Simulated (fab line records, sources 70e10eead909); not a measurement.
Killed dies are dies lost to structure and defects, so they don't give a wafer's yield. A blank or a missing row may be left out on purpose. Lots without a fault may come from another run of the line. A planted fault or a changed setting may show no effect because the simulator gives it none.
fab line records | flow nand_harc
record lots=12 wafers=36 last_day=32
route steps=1302 shown A_CHANNEL_HOLE_D2@590 A_CHANNEL_FILL_D2@613 END@1302
lots that met no fault: from a run of the same line without faults
start_h: hours from the record's first day to the start of the lot's first wafer shown | wait_h: hours since the lot's step before | " the same as in the row above | L1.1+2: a row that stands for several wafers | - no value, or no start given | * or withheld: withheld | < > ~ a bound
route shown NAME@n: a module of which the file shows steps, and the number in the route of the first | usual: mean/standard deviation of fault-free wafers | same: alike in all rows | chamber/n: place in a boat | sites: the reading at each site | _std_site: their standard deviation | _edge_site: outer sites' mean less inner sites' | radius_mm: how far each site lies from the wafer's centre | mask NAME#n: copy n | behind: the tool/chamber that last shaped the wafer | hold: why the lot was held/for how many hours/how that ended | device: the transistor (n, p or np) that didn't switch | end of line: the same wafers' tests at the end of the route | a step without rows: its recipe alone | killed: dies lost to structure and defects at the first sort, not the wafer's yield | map: a wafer's dies, x killed, . not, _ none there
set.NAME: the setting as run; set.NAME@STEP: as run at that earlier step | model.NAME: the simulator's own value behind a step, which no gauge read
steps of the route over a sample of lots; a table a step, a row a wafer
services: from which hour (start_h, from the record's first day; less than 0 if before it) a tool's chamber was out of use, for how many hours, and why
## steps
# step NHARC_A_CHANNEL_HOLE_D2_CD_MEAS_18
# usual cd_nm=99.8/1.6
# columns lot.wafer tool chamber start_h wait_h cd_nm
L537.2 cd_sem-02 - 288.89 - 101.1
L537.3 " - " " 99.2
L537.5 " - " " 99.8
L538.1 cd_sem-03 - 310.03 - 101.1
L538.2 " - " " 100.0
L538.4 " - " " 100.6
L539.4 cd_sem-02 - 312.05 - 100.8
L539.5 " - " " 101.5
L539.6 " - " " 98.2
L541.1 cd_sem-02 - 334.02 - 94.8
L541.3 " - " " 96.4
L541.5 " - " " 98.1
L542.1 cd_sem-03 - 337.64 - 99.0
L542.3 " - " " 98.0
L542.5 " - " " 98.9
L549.1 cd_sem-03 - 405.83 - 99.8
L549.3 " - " " 100.8
L549.5 " - " " 100.1
L554.2 cd_sem-03 - 454.80 - 99.1
L554.3 " - " " 101.2
L554.4 " - " " 100.6
L553.1 cd_sem-03 - 456.68 - 99.6
L553.3 " - " " 99.7
L553.6 " - " " 99.7
L556.1 cd_sem-03 - 478.12 - 99.5
L556.3 " - " " 102.3
L556.5 " - " " 99.1
L555.3 cd_sem-02 - 478.26 - 99.8
L555.4 " - " " 100.6
L555.6 " - " " 103.0
L558.1 cd_sem-02 - 493.68 - 101.2
L558.2 " - " " 100.4
L558.3 " - " " 98.5
L557.2 cd_sem-02 - 516.89 - 100.0
L557.5 " - " " 100.3
L557.6 " - " " 98.8
# step NHARC_A_CHANNEL_HOLE_D2_ETCH_19
# recipe bias_v=1200 source_w=2500 pressure_mtorr=15 time_s=34.5 ar_flow_sccm=375 c4f8_flow_sccm=28.8 o2_flow_sccm=96.2 temp_c=-20 target_depth_a=* chemistry=C4F8/O2/Ar
# usual drypump_motor_current_A=5.85/0.12 showerhead_plenum_p_Torr=3.73/0.17 throttle_valve_pct=37.038/0.0078
# columns lot.wafer tool chamber start_h wait_h drypump_motor_current_A rf_hours_counter_h showerhead_plenum_p_Torr throttle_valve_pct
L537.2 har_etch-02 0 288.97 0.1 5.90 368 3.43 37.038
L537.3 " 0 " " 5.94 - 3.44 37.050
L537.5 " 0 " " 5.92 - 3.44 37.033
L538.2 har_etch-01 1 310.10 0.1 5.97 159 3.62 37.044
L538.1 " 0 " " 5.85 159 3.74 37.041
L538.4 " 1 " " 5.94 - 3.62 37.029
L539.4 har_etch-01 0 314.33 2.3 5.82 - 3.74 37.041
L539.6 " 1 " " 5.99 - 3.61 37.026
L539.5 " 0 " " 5.83 - 3.74 37.037
L541.1 har_etch-01 1 334.10 0.1 5.95 171 3.61 37.042
L541.3 " 0 " " 5.83 - 3.73 37.041
L541.5 " 1 " " 6.00 - 3.61 37.050
L542.1 har_etch-01 0 338.26 0.6 5.84 175 3.73 37.021
L542.3 " 1 " " 5.93 - 3.61 37.033
L542.5 " 0 " " 5.84 - 3.73 37.032
L549.1 har_etch-01 0 407.85 2.0 5.84 221 3.70 37.034
L549.3 " 1 " " 5.96 - 3.58 37.040
L549.5 " 0 " " 5.83 - 3.70 37.048
L554.2 har_etch-01 0 454.87 0.1 5.83 252 3.69 37.043
L554.4 " 0 " " 5.83 - 3.69 37.047
L554.3 " 1 " " 5.94 - 3.57 37.028
L553.1 har_etch-02 0 457.00 0.3 5.86 38 3.95 37.037
L553.3 " 0 " " 5.84 - 3.95 37.041
L553.6 " 1 " " 5.64 - 3.92 37.041
L556.1 har_etch-02 1 480.21 2.1 5.64 49 3.92 37.034
L556.3 " 1 " " 5.65 - 3.92 37.052
L556.5 " 0 " " 5.90 - 3.95 37.040
L555.4 har_etch-01 0 480.51 2.2 5.82 - 3.68 37.034
L555.3 " 1 " " 5.95 - 3.56 37.049
L555.6 " 0 " " 5.84 - 3.68 37.044
L558.2 har_etch-01 0 493.76 0.1 5.84 274 3.67 37.030
L558.1 " 1 " " 5.95 274 3.55 37.025
L558.3 " 1 " " 5.98 - 3.55 37.025
L557.2 har_etch-01 0 516.96 0.1 5.83 282 3.67 37.035
L557.5 " 0 " " 5.82 - 3.67 37.032
L557.6 " 1 " " 5.99 - 3.55 37.030
# step NHARC_A_CHANNEL_HOLE_D2_ETCH_25
# recipe bias_v=5000 source_w=withheld pressure_mtorr=20 time_s=1040.2 ar_flow_sccm=375 c4f8_flow_sccm=93.8 o2_flow_sccm=31.2 temp_c=-20 target_depth_a=15000 chemistry=C4F8/O2/Ar
# usual drypump_motor_current_A=5.85/0.12 showerhead_plenum_p_Torr=3.68/0.16 throttle_valve_pct=32.235/0.01
# columns lot.wafer tool chamber start_h wait_h drypump_motor_current_A rf_hours_counter_h showerhead_plenum_p_Torr throttle_valve_pct
L537.2 har_etch-02 0 291.86 0.6 5.96 371 3.40 32.240
L537.3 " 0 " " 5.97 - 3.40 32.217
L537.5 " 0 " " 5.94 - 3.40 32.234
L538.2 har_etch-01 1 312.99 0.6 5.97 162 3.57 32.233
L538.1 " 0 " " 5.84 162 3.69 32.255
L538.4 " 1 " " 5.99 - 3.57 32.220
L539.4 har_etch-01 0 317.62 0.7 5.84 - 3.69 32.234
L539.6 " 1 " " 5.99 - 3.57 32.229
L539.5 " 0 " " 5.82 - 3.69 32.239
L541.1 har_etch-01 1 336.98 0.6 5.97 174 3.57 32.234
L541.3 " 0 " " 5.82 - 3.68 32.227
L541.5 " 1 " " 5.98 - 3.57 32.232
L542.1 har_etch-01 0 341.15 0.6 5.84 178 3.68 32.254
L542.3 " 1 " " 5.95 - 3.56 32.224
L542.5 " 0 " " 5.83 - 3.68 32.237
L549.1 har_etch-01 0 410.74 0.6 5.83 224 3.66 32.247
L549.3 " 1 " " 5.95 - 3.54 32.235
L549.5 " 0 " " 5.82 - 3.66 32.242
L554.2 har_etch-01 0 457.76 0.6 5.83 254 3.64 32.213
L554.4 " 0 " " 5.83 - 3.64 32.232
L554.3 " 1 " " 5.99 - 3.52 32.219
L553.1 har_etch-02 0 460.03 0.7 5.87 41 3.90 32.223
L553.3 " 0 " " 5.91 - 3.90 32.220
L553.6 " 1 " " 5.63 - 3.87 32.232
L556.1 har_etch-02 1 483.24 0.7 5.64 52 3.86 32.220
L556.3 " 1 " " 5.64 - 3.86 32.240
L556.5 " 0 " " 5.87 - 3.89 32.211
L555.4 har_etch-01 0 483.68 0.7 5.83 - 3.63 32.242
L555.3 " 1 " " 5.96 - 3.52 32.235
L555.6 " 0 " " 5.83 - 3.63 32.226
L558.2 har_etch-01 0 496.65 0.6 5.84 277 3.63 32.241
L558.1 " 1 " " 5.99 277 3.51 32.249
L558.3 " 1 " " 5.98 - 3.51 32.226
L557.2 har_etch-01 0 519.85 0.6 5.83 285 3.62 32.232
L557.5 " 0 " " 5.83 - 3.62 32.237
L557.6 " 1 " " 5.94 - 3.51 32.242
# step NHARC_A_CHANNEL_HOLE_D2_INSPECT_40
# usual raw_defect_count=298/77
# columns lot.wafer tool chamber start_h wait_h raw_defect_count
L537.2 defect_inspect-01 - 294.65 - 236
L537.3 " - " " 301
L537.5 " - " " 324
L538.1 defect_inspect-02 - 315.82 - 308
L538.2 " - " " 309
L538.4 " - " " 251
L539.4 defect_inspect-02 - 319.99 - 392
L539.5 " - " " 299
L539.6 " - " " 253
L541.1 defect_inspect-01 - 339.82 - 934
L541.3 " - " " 945
L541.5 " - " " 896
L542.1 defect_inspect-01 - 343.98 - 865
L542.3 " - " " 1009
L542.5 " - " " 1010
L549.1 defect_inspect-02 - 413.54 - 268
L549.3 " - " " 549
L549.5 " - " " 297
L554.2 defect_inspect-01 - 460.58 - 269
L554.3 " - " " 317
L554.4 " - " " 199
L553.1 defect_inspect-01 - 462.84 - 211
L553.3 " - " " 308
L553.6 " - " " 258
L556.1 defect_inspect-01 - 485.91 - 349
L556.3 " - " " 244
L556.5 " - " " 241
L555.3 defect_inspect-02 - 486.21 - 309
L555.4 " - " " 331
L555.6 " - " " 413
L558.1 defect_inspect-02 - 499.46 - 245
L558.2 " - " " 269
L558.3 " - " " 276
L557.2 defect_inspect-01 - 522.65 - 242
L557.5 " - " " 272
L557.6 " - " " 256
# step NHARC_A_CHANNEL_FILL_D2_ALD_03
# recipe target_thk_a=60 pulse_time_s=60 ald_cycles=58 temp_c=630 pressure_torr=2 material=SiNx
# usual precursor_pulse_height_rel=1.001/0.02
# columns lot.wafer tool chamber start_h wait_h precursor_pulse_height_rel
L537.2 ald_sin_batch-02 0 - - 0.971
L537.3 " 0 " " 1.008
L537.5 " 0 " " 1.005
L538.1 ald_sin_batch-01 0 - - 1.001
L538.2 " 0 " " 1.030
L538.4 " 0 " " 1.022
L539.4 ald_sin_batch-01 0 - - 0.999
L539.5 " 0 " " 0.993
L539.6 " 0 " " 0.988
L541.1 ald_sin_batch-03 0 - - 1.023
L541.3 " 0 " " 1.036
L541.5 " 0 " " 1.016
L542.1 ald_sin_batch-01 0 - - 0.980
L542.3 " 0 " " 0.995
L542.5 " 0 " " 0.998
L549.1 ald_sin_batch-01 0 - - 1.029
L549.3 " 0 " " 1.001
L549.5 " 0 " " 1.012
L553.1 ald_sin_batch-01 0 - - 0.992
L553.3 " 0 " " 1.003
L553.6 " 0 " " 1.022
L554.2 ald_sin_batch-01 0 - - 1.017
L554.3 " 0 " " 1.007
L554.4 " 0 " " 0.983
L555.3 ald_sin_batch-02 0 - - 1.014
L555.4 " 0 " " 1.007
L555.6 " 0 " " 1.010
L556.1 ald_sin_batch-02 0 - - 1.027
L556.3 " 0 " " 1.005
L556.5 " 0 " " 0.994
L558.1 ald_sin_batch-03 0 - - 0.998
L558.2 " 0 " " 1.008
L558.3 " 0 " " 1.001
L557.2 ald_sin_batch-03 0 - - 1.009
L557.5 " 0 " " 0.965
L557.6 " 0 " " 0.967
# step NHARC_END_SORT_01
# recipe temp_c=25
# usual killed_at_array=62/16 killed_at_other=0.8/1.1 killed_at_periphery=4/3.2 killed_dies=67/16 killed_open=3.5/1.9 killed_short=2.1/1.5
# same gross_dies=677
# columns lot.wafer tool chamber start_h wait_h killed_at_array killed_at_other killed_at_periphery killed_dies killed_open killed_short
L537.2 prober-02 0 560.78 2.8 58 4 1 63 5 4
L537.3 prober-02 0 561.58 3.1 49 2 2 53 4 2
L537.5 prober-02 0 563.19 3.7 52 0 0 52 2 2
L538.1 prober-01 0 582.80 2.5 71 0 4 75 4 3
L538.2 prober-01 0 583.60 2.8 60 3 4 67 3 1
L538.4 prober-01 0 585.19 3.4 64 1 13 78 1 0
L541.1 prober-01 0 594.14 2.5 126 0 4 130 3 2
L541.3 prober-01 0 595.73 3.1 132 0 5 137 6 0
L541.5 prober-01 0 597.33 3.7 150 0 3 153 7 3
L539.4 prober-02 0 596.47 3.4 17 2 4 23 3 4
L539.5 prober-02 0 597.27 3.7 26 5 5 36 3 0
L539.6 prober-02 0 598.06 4.0 24 3 2 29 3 3
L542.1 prober-02 0 601.88 2.5 103 0 2 105 5 3
L542.3 prober-02 0 603.49 3.1 101 0 1 102 1 1
L542.5 prober-02 0 605.11 3.7 105 0 4 109 4 2
L549.1 prober-02 0 672.22 2.5 71 1 2 74 4 0
L549.3 prober-02 0 673.82 3.1 72 2 2 76 5 4
L549.5 prober-02 0 675.42 3.7 68 2 4 74 3 1
L554.2 prober-02 0 717.76 2.8 80 1 2 83 5 1
L554.3 prober-02 0 718.57 3.1 81 0 3 84 3 3
L554.4 prober-02 0 719.38 3.4 83 0 3 86 6 2
L553.1 prober-01 0 732.24 2.5 78 0 7 85 6 2
L553.3 prober-01 0 733.85 3.1 84 0 5 89 0 0
L553.6 prober-01 0 736.26 4.0 94 0 5 99 3 4
L558.1 prober-02 0 748.35 2.5 62 1 5 68 7 2
L558.2 prober-02 0 749.15 2.8 65 1 4 70 2 0
L558.3 prober-02 0 749.95 3.1 63 0 6 69 7 1
L556.1 prober-01 0 748.40 2.5 89 0 0 89 5 1
L556.3 prober-01 0 750.00 3.1 81 0 3 84 0 3
L556.5 prober-01 0 751.61 3.7 73 0 0 73 3 3
L555.3 prober-01 0 757.81 3.1 61 0 1 62 5 2
L555.4 prober-01 0 758.61 3.4 60 0 2 62 3 3
L555.6 prober-01 0 760.21 4.0 60 0 1 61 4 2
L557.2 prober-02 0 773.44 2.8 67 0 10 77 1 2
L557.5 prober-02 0 775.82 3.7 88 1 3 92 6 3
L557.6 prober-02 0 776.62 4.0 87 0 4 91 2 3
# killed by level:class
L537.2 A_CHANNEL_HOLE_D2:chamber_film_flake=34 A_CONTACT:chamber_film_flake=4 THIN_TSV:chamber_film_flake=4 A_ZERO_WELL:chamber_film_flake=3 A_STAIRCASE:chamber_film_flake=3 A_WL_FILL:chamber_film_flake=3 A_CHANNEL_FILL_D2:geometric_particle:open=2 A_CHANNEL_HOLE_D1:chamber_film_flake=2
L537.3 A_CHANNEL_HOLE_D2:chamber_film_flake=28 A_CONTACT:chamber_film_flake=6 A_CHANNEL_HOLE_D1:chamber_film_flake=5 A_STAIRCASE:chamber_film_flake=3 A_CHANNEL_FILL_D1:geometric_particle:open=1 A_CHANNEL_FILL_D2:geometric_particle:short=1 A_SGD_CUT:geometric_particle:short=1 A_SGD_CUT:geometric_particle:open=1
L537.5 A_CHANNEL_HOLE_D2:chamber_film_flake=32 A_CONTACT:chamber_film_flake=7 A_WL_FILL:chamber_film_flake=3 A_ZERO_WELL:chamber_film_flake=2 A_DECK1_JOINT:chamber_film_flake=2 A_CHANNEL_FILL_D1:geometric_particle:short=1 A_ONON_D2:geometric_particle:open=1 A_WL_FILL:geometric_particle:short=1
L538.1 A_CHANNEL_HOLE_D1:chamber_film_flake=30 A_SLIT:chamber_film_flake=17 A_CHANNEL_HOLE_D2:chamber_film_flake=6 A_STAIRCASE:chamber_film_flake=6 A_WL_FILL:chamber_film_flake=3 A_CONTACT:chamber_film_flake=2 P_CONTACT:geometric_particle:short=1 P_M2:geometric_particle:open=1
L538.2 A_CHANNEL_HOLE_D1:chamber_film_flake=28 A_SLIT:chamber_film_flake=21 A_CHANNEL_HOLE_D2:chamber_film_flake=3 P_M1:chamber_film_flake=2 A_STAIRCASE:chamber_film_flake=2 A_CONTACT:chamber_film_flake=2 THIN_TSV:chamber_film_flake=2 P_CONTACT:geometric_particle:open=1
L538.4 A_CHANNEL_HOLE_D1:chamber_film_flake=33 A_SLIT:chamber_film_flake=18 P_M1:chamber_film_flake=10 A_CHANNEL_HOLE_D2:chamber_film_flake=5 A_CONTACT:chamber_film_flake=4 P_STI:chamber_film_flake=2 A_STAIRCASE:chamber_film_flake=2 A_ONON_D2:geometric_particle:open=1
L541.1 A_CHANNEL_HOLE_D2:unspecified=72 A_CHANNEL_HOLE_D1:chamber_film_flake=33 A_CONTACT:chamber_film_flake=8 P_STI:chamber_film_flake=3 A_SLIT:chamber_film_flake=3 A_CHANNEL_FILL_D2:chamber_film_flake=3 A_ONON_D1:geometric_particle:open=1 A_ONON_D2:geometric_particle:short=1
L541.3 A_CHANNEL_HOLE_D2:unspecified=77 A_CHANNEL_HOLE_D1:chamber_film_flake=33 A_SLIT:chamber_film_flake=4 A_CONTACT:chamber_film_flake=4 P_STI:chamber_film_flake=3 A_CHANNEL_HOLE_D2:chamber_film_flake=3 A_CHANNEL_FILL_D2:chamber_film_flake=3 P_CONTACT:geometric_particle:open=2
L539.4 A_CHANNEL_HOLE_D2:chamber_film_flake=8 P_GATE:chamber_film_flake=3 A_M1:chamber_film_flake=2 THIN_TSV:chamber_film_flake=2 P_CONTACT:geometric_particle:open=1 A_ONON_D1:geometric_particle:open=1 A_ONON_D1:geometric_particle:short=1 A_CHANNEL_FILL_D1:geometric_particle:short=1
L539.5 A_CHANNEL_HOLE_D2:chamber_film_flake=8 A_CONTACT:chamber_film_flake=6 THIN_TSV:chamber_film_flake=5 A_M1:chamber_film_flake=4 P_GATE:chamber_film_flake=3 A_CHANNEL_HOLE_D1:chamber_film_flake=3 A_ONON_D1:geometric_particle:open=1 A_CHANNEL_FILL_D2:geometric_particle:open=1
L541.5 A_CHANNEL_HOLE_D2:unspecified=78 A_CHANNEL_HOLE_D1:chamber_film_flake=31 A_SLIT:chamber_film_flake=19 A_CONTACT:chamber_film_flake=4 A_M1:chamber_film_flake=4 A_ONON_D1:geometric_particle:open=2 A_WL_FILL:geometric_particle:open=2 A_CHANNEL_FILL_D2:chamber_film_flake=2
L539.6 A_M1:chamber_film_flake=7 A_CHANNEL_HOLE_D2:chamber_film_flake=5 A_CONTACT:chamber_film_flake=3 THIN_TSV:chamber_film_flake=3 A_SOURCE_PLATE:geometric_particle:open=1 A_ONON_D2:geometric_particle:short=1 A_CHANNEL_FILL_D2:geometric_particle:short=1 A_CONTACT:geometric_particle:open=1
L542.1 A_CHANNEL_HOLE_D2:unspecified=86 A_STAIRCASE:chamber_film_flake=6 A_CONTACT:geometric_particle:short=2 P_CONTACT:geometric_particle:open=1 P_M0:geometric_particle:open=1 A_CHANNEL_HOLE_D1:geometric_particle:short=1 A_DECK1_JOINT:geometric_particle:open=1 A_ONON_D2:geometric_particle:open=1
L542.3 A_CHANNEL_HOLE_D2:unspecified=81 A_STAIRCASE:chamber_film_flake=6 A_CHANNEL_FILL_D2:chamber_film_flake=3 A_CONTACT:chamber_film_flake=3 A_CHANNEL_HOLE_D2:chamber_film_flake=2 A_CHANNEL_FILL_D2:geometric_particle:short=1 A_SGD_CUT:geometric_particle:open=1 P_BONDPAD:chamber_film_flake=1
L542.5 A_CHANNEL_HOLE_D2:unspecified=85 A_STAIRCASE:chamber_film_flake=5 A_CHANNEL_HOLE_D2:chamber_film_flake=3 A_SLIT:chamber_film_flake=2 P_CONTACT:geometric_particle:open=1 P_M1:geometric_particle:open=1 A_ONON_D1:geometric_particle:open=1 A_ONON_D2:geometric_particle:short=1
L549.1 A_SLIT:chamber_film_flake=34 A_CHANNEL_HOLE_D2:chamber_film_flake=19 A_CHANNEL_HOLE_D1:chamber_film_flake=7 A_BONDPAD:chamber_film_flake=3 A_ONON_D2:geometric_particle:open=2 A_CONTACT:chamber_film_flake=2 A_DECK1_JOINT:geometric_particle:open=1 A_BLC:geometric_particle:open=1
L549.3 A_SLIT:chamber_film_flake=32 A_CHANNEL_HOLE_D2:chamber_film_flake=28 A_SOURCE_PLATE:geometric_particle:open=2 A_DECK1_JOINT:chamber_film_flake=2 P_CONTACT:geometric_particle:open=1 P_M0:geometric_particle:open=1 A_CHANNEL_FILL_D1:geometric_particle:short=1 A_ONON_D2:geometric_particle:short=1
L549.5 A_SLIT:chamber_film_flake=35 A_CHANNEL_HOLE_D2:chamber_film_flake=20 A_CHANNEL_HOLE_D1:chamber_film_flake=7 THIN_TSV:chamber_film_flake=2 P_CONTACT:geometric_particle:short=1 P_M1:geometric_particle:open=1 A_ONON_D2:geometric_particle:open=1 A_WL_FILL:geometric_particle:open=1
L554.2 A_SLIT:chamber_film_flake=32 A_CHANNEL_HOLE_D2:chamber_film_flake=19 A_CHANNEL_HOLE_D1:chamber_film_flake=18 A_CONTACT:chamber_film_flake=4 A_ONON_D2:geometric_particle:open=2 P_M2:geometric_particle:open=1 A_ONON_D1:geometric_particle:short=1 A_CHANNEL_FILL_D1:geometric_particle:open=1
L554.3 A_SLIT:chamber_film_flake=36 A_CHANNEL_HOLE_D2:chamber_film_flake=25 A_CHANNEL_HOLE_D1:chamber_film_flake=8 A_WL_FILL:chamber_film_flake=4 P_STI:chamber_film_flake=2 A_CONTACT:chamber_film_flake=2 P_M0:geometric_particle:short=1 A_ONON_D1:geometric_particle:open=1
L554.4 A_SLIT:chamber_film_flake=34 A_CHANNEL_HOLE_D2:chamber_film_flake=21 A_CHANNEL_HOLE_D1:chamber_film_flake=8 A_CONTACT:chamber_film_flake=5 A_WL_FILL:chamber_film_flake=3 A_CHANNEL_FILL_D1:geometric_particle:open=2 A_DECK1_JOINT:chamber_film_flake=2 A_STAIRCASE:chamber_film_flake=2
L553.1 A_CHANNEL_HOLE_D1:chamber_film_flake=39 A_SLIT:chamber_film_flake=29 P_CONTACT:chamber_film_flake=3 A_M0:geometric_particle:open=2 P_GATE:chamber_film_flake=2 A_WL_FILL:chamber_film_flake=2 P_CONTACT:geometric_particle:open=1 P_M0:geometric_particle:short=1
L553.3 A_CHANNEL_HOLE_D1:chamber_film_flake=40 A_SLIT:chamber_film_flake=36 P_CONTACT:chamber_film_flake=4 A_CHANNEL_FILL_D2:chamber_film_flake=2 A_BLC:chamber_film_flake=2 P_ZERO_WELL:chamber_film_flake=1 A_DECK1_JOINT:chamber_film_flake=1 A_CHANNEL_HOLE_D2:chamber_film_flake=1
L553.6 A_CHANNEL_HOLE_D1:chamber_film_flake=39 A_SLIT:chamber_film_flake=34 A_BLC:chamber_film_flake=5 A_CONTACT:chamber_film_flake=4 P_GATE:chamber_film_flake=3 A_ONON_D2:geometric_particle:open=2 A_WL_FILL:geometric_particle:short=2 P_CONTACT:chamber_film_flake=2
L558.1 A_CHANNEL_HOLE_D2:chamber_film_flake=22 A_CHANNEL_HOLE_D1:chamber_film_flake=15 A_SLIT:chamber_film_flake=6 A_CONTACT:chamber_film_flake=4 A_STAIRCASE:chamber_film_flake=4 A_ONON_D1:geometric_particle:open=3 P_GATE:chamber_film_flake=3 A_WL_FILL:chamber_film_flake=2
L556.1 A_CHANNEL_HOLE_D1:chamber_film_flake=41 A_SLIT:chamber_film_flake=33 A_CONTACT:chamber_film_flake=5 A_CHANNEL_FILL_D2:geometric_particle:open=2 A_WL_FILL:geometric_particle:open=2 A_CHANNEL_FILL_D1:geometric_particle:short=1 A_ONON_D2:geometric_particle:open=1 A_ZERO_WELL:chamber_film_flake=1
L558.2 A_CHANNEL_HOLE_D2:chamber_film_flake=27 A_CHANNEL_HOLE_D1:chamber_film_flake=17 A_CONTACT:chamber_film_flake=7 A_SLIT:chamber_film_flake=4 P_GATE:chamber_film_flake=4 A_STAIRCASE:chamber_film_flake=4 A_CHANNEL_FILL_D1:chamber_film_flake=2 A_CHANNEL_FILL_D1:geometric_particle:open=1
L558.3 A_CHANNEL_HOLE_D2:chamber_film_flake=26 A_CHANNEL_HOLE_D1:chamber_film_flake=16 A_STAIRCASE:chamber_film_flake=5 A_WL_FILL:chamber_film_flake=3 A_CONTACT:chamber_film_flake=3 P_CONTACT:geometric_particle:open=2 A_CHANNEL_FILL_D1:chamber_film_flake=2 A_SLIT:chamber_film_flake=2
L556.3 A_CHANNEL_HOLE_D1:chamber_film_flake=39 A_SLIT:chamber_film_flake=32 A_STAIRCASE:chamber_film_flake=5 A_CONTACT:chamber_film_flake=2 A_SOURCE_PLATE:geometric_particle:short=1 A_CHANNEL_HOLE_D1:geometric_particle:short=1 A_DECK1_JOINT:geometric_particle:short=1 P_ZERO_WELL:chamber_film_flake=1
L556.5 A_CHANNEL_HOLE_D1:chamber_film_flake=34 A_SLIT:chamber_film_flake=27 A_CONTACT:chamber_film_flake=3 A_M0:geometric_particle:short=2 A_ONON_D1:geometric_particle:open=1 A_CHANNEL_FILL_D1:geometric_particle:open=1 A_ONON_D2:geometric_particle:short=1 A_WL_FILL:geometric_particle:open=1
L555.3 A_CHANNEL_HOLE_D2:chamber_film_flake=27 A_CHANNEL_HOLE_D1:chamber_film_flake=13 A_CONTACT:chamber_film_flake=7 A_SLIT:chamber_film_flake=6 A_ONON_D1:geometric_particle:open=2 A_SOURCE_PLATE:geometric_particle:open=2 A_CHANNEL_HOLE_D2:geometric_particle:short=1 A_M1:geometric_particle:open=1
L555.4 A_CHANNEL_HOLE_D2:chamber_film_flake=25 A_CHANNEL_HOLE_D1:chamber_film_flake=13 A_CONTACT:chamber_film_flake=8 A_SLIT:chamber_film_flake=6 A_ONON_D2:geometric_particle:short=2 P_STI:chamber_film_flake=2 A_ONON_D1:geometric_particle:open=1 A_DECK1_JOINT:geometric_particle:open=1
L555.6 A_CHANNEL_HOLE_D2:chamber_film_flake=23 A_CHANNEL_HOLE_D1:chamber_film_flake=19 A_CONTACT:chamber_film_flake=4 A_SLIT:chamber_film_flake=3 A_DECK1_JOINT:geometric_particle:open=2 A_STAIRCASE:chamber_film_flake=2 A_CHANNEL_FILL_D1:geometric_particle:open=1 A_DECK1_JOINT:geometric_particle:short=1
L557.2 A_SLIT:chamber_film_flake=31 A_CHANNEL_HOLE_D2:chamber_film_flake=20 A_CONTACT:chamber_film_flake=7 P_ZERO_WELL:chamber_film_flake=6 P_BONDPAD:chamber_film_flake=4 A_STAIRCASE:chamber_film_flake=3 A_CHANNEL_HOLE_D1:unspecified=2 A_SOURCE_PLATE:geometric_particle:short=1
L557.5 A_SLIT:chamber_film_flake=40 A_CHANNEL_HOLE_D2:chamber_film_flake=26 A_CONTACT:chamber_film_flake=8 A_CHANNEL_FILL_D2:chamber_film_flake=2 A_STAIRCASE:chamber_film_flake=2 P_M1:geometric_particle:short=1 A_ONON_D1:geometric_particle:open=1 A_CHANNEL_HOLE_D1:geometric_particle:short=1
L557.6 A_SLIT:chamber_film_flake=35 A_CHANNEL_HOLE_D2:chamber_film_flake=32 A_CONTACT:chamber_film_flake=11 P_BONDPAD:chamber_film_flake=2 A_ONON_D1:geometric_particle:short=1 A_CHANNEL_FILL_D2:geometric_particle:short=1 A_CHANNEL_FILL_D2:geometric_particle:open=1 A_SLIT:geometric_particle:short=1
## services
# columns tool chamber start_h hours kind
ald_sin_batch-02 - 269.28 26.0 pm
har_etch-02 0 339.00 - consumable_replace:showerhead
har_etch-02 0 339.00 17.0 scheduled_down
har_etch-02 0 339.00 17.0 vent_cycle
har_etch-02 - 382.85 17.0 pm
har_etch-02 0 382.85 17.0 vent_cycle
har_etch-02 1 382.85 17.0 vent_cycle
har_etch-02 0 399.85 - clean
har_etch-02 0 399.85 - consumable_replace:focus_ring
har_etch-02 1 399.85 - clean
har_etch-02 1 399.85 - consumable_replace:focus_ring
ald_sin_batch-01 - 507.39 26.0 pm
har_etch-01 0 521.11 - consumable_replace:esc
har_etch-01 0 521.11 17.0 scheduled_down
har_etch-01 0 521.11 17.0 vent_cycle
## key
first_sign step=NHARC_A_CHANNEL_HOLE_D2_INSPECT_40 reading=raw_defect_count direction=up sigmas=8.4 usual=298 struck=943
effect step=NHARC_END_SORT_01 reading=killed_at_array direction=up sigmas=3.5 usual=62 struck=120
more_kills_born_at NHARC_A_CHANNEL_HOLE_D2_ETCH_19@har_etch-01=380
met_at NHARC_A_CHANNEL_HOLE_D2_ETCH_19
struck_lots L541,L542
tester_left_out L541,L542
not_acting_at NHARC_A_CHANNEL_HOLE_D2_CD_MEAS_18,NHARC_A_CHANNEL_HOLE_D2_ETCH_25,NHARC_A_CHANNEL_FILL_D2_ALD_03
onset_between 314.33 334.10
fault kind=chamber_particle_source tool=har_etch-01 chamber=- onset_h=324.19 steps=NHARC_A_CHANNEL_HOLE_D2_ETCH_19 rate_per_visit_cm2=1.0106 end_h=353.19
# tester_left_out: of these lots the tester's yield and bins aren't shown, on N5 and GAA mostly nor the transistor test; their killed dies are dies lost to structure and defects alone, not to doping, threshold or leakage, so they don't give the yield
